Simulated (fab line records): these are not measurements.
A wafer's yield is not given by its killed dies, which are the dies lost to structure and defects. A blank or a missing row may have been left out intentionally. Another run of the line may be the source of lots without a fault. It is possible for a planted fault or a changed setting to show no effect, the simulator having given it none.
Chamber matching + flow n5Finfet + N5_GATE_CUT_CMP_61 on cmp-01: 4 sister chambers
The step polishes, stops on SiNx, t overpolish 3 s. 4 wafers are shown with their chamber, then 9 later ones without.

== WAFERS PAIRED WITH THEIR CHAMBERS ==
| wafer  | chamber | motorCurrentA (A) |
|--------|---------|-------------------|
| L083.1 | 1       | 11.7              |
| L088.4 | 2       | 12.9              |
| L088.5 | 0       | 13.2              |
| L088.6 | 3       | 11.9              |

== WAFERS WHOSE CHAMBER IS MISSING ==
| wafer  | motorCurrentA (A) |
|--------|-------------------|
| L090.2 | 12.4              |
| L090.3 | 12.6              |
| L090.5 | 11.8              |
| L092.2 | 11.4              |
| L092.4 | 12.4              |
| L092.5 | 12.0              |
| L093.2 | 12.9              |
| L093.3 | 14.0              |
| L093.6 | 13.6              |

== EACH ONE'S CHAMBER ==
| wafer  | from the rows above               | in truth |
|--------|-----------------------------------|----------|
| L090.2 | can't be placed: 2 or 3 or 1 or 0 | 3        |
| L090.3 | can't be placed: 2 or 0 or 3 or 1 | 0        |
| L090.5 | can't be placed: 3 or 1           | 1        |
| L092.2 | can't be placed: 1 or 3           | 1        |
| L092.4 | can't be placed: 2 or 3 or 1 or 0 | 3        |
| L092.5 | can't be placed: 3 or 1 or 2      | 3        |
| L093.2 | can't be placed: 2 or 0           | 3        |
| L093.3 | can't be placed: 0 or 2           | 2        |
| L093.6 | can't be placed: 0 or 2           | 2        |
0 of 9 placed correctly. From these rows, 9 cannot be placed; in 8 the true chamber is one of the candidates. Number placed wrongly: 0.
How it was worked out, from the rows above alone: a wafer's distance from a chamber is the root of the sum, over the readings, of the square of ((its reading less the chamber's mean) divided by the reading's scatter). The wafer belongs to the nearest chamber; if the next one is less than 2 further off, it can't be placed. For every chamber, the mean is computed from those of its wafers that are shown. The scatter: with one shown wafer a chamber, the root of the mean of the squares of how far each hidden wafer lies from its nearest shown one.
